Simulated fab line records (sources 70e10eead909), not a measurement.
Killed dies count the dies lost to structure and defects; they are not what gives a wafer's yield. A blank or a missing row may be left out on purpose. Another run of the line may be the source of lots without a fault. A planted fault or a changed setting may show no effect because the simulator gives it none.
Chamber matching	flow nand harc	rie diel-13 running NHARC_A_CONTACT_DESCUM_74: 4 sister chambers
The step chemistry O2, time 3 s. 14 wafers are shown with their chamber, then 7 later ones without.

## EACH WAFER AND ITS CHAMBER
wafer	chamber	showerhead plenum p Torr (Torr)	throttle valve pct (%)	oes product au (a.u.)
L078.1	0	1.81	11.322	1.009
L078.3	2	1.83	11.307	0.998
L078.6	1	1.91	11.316	1.003
L082.1	1	1.91	11.317	1.006
L082.2	0	1.81	11.315	0.992
L082.4	3	1.93	11.318	1.002
L083.1	0	1.81	11.313	0.995
L083.2	1	1.91	11.319	0.995
L083.5	2	1.82	11.314	0.986
L093.1	3	1.92	11.316	0.994
L093.3	1	1.90	11.305	1.007
L093.5	2	1.82	11.301	0.999
L095.1	2	1.81	11.309	0.984
L095.4	3	1.92	11.327	0.979

SIGNATURES (means of the wafers above)
reading	chamber 0	chamber 1	chamber 2	chamber 3	scatter within a chamber
showerhead plenum p Torr	1.8100	1.9075	1.8200	1.9233	0.00585
throttle valve pct	11.31667	11.31425	11.30775	11.32033	0.00565
oes product au	0.99867	1.00275	0.99175	0.99167	0.00843
Rule: for a wafer and a chamber, the distance is found by dividing, reading by reading, the gap between the wafer's reading and the chamber's mean by the reading's scatter, squaring, summing and taking the root. The wafer belongs to the nearest chamber; if the next one is less than 2 further off, it can't be placed. The scatter: take each reading less its chamber's mean, square it, sum over the shown wafers, divide by the number of wafers less the number of chambers, and take the root.

## WAFERS WITHOUT THEIR CHAMBER
wafer	showerhead plenum p Torr (Torr)	throttle valve pct (%)	oes product au (a.u.)
L095.6	1.90	11.325	1.005
L096.3	1.81	11.307	0.982
L096.4	1.90	11.306	1.003
L096.5	1.90	11.327	1.006
L094.2	1.80	11.309	1.010
L094.4	1.92	11.319	0.980
L094.6	1.90	11.302	1.010

## WHICH CHAMBER EACH ONE RAN IN
wafer	from the rows above	in truth
L095.6	1	1
L096.3	can't be placed: 2 or 0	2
L096.4	1	1
L096.5	can't be placed: 1 or 3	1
L094.2	can't be placed: 0 or 2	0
L094.4	3	3
L094.6	1	1
Correct placement for 4 of the 7. Not placeable from these rows: 3 (in 3, the candidates include the true chamber). Placed wrongly: 0.
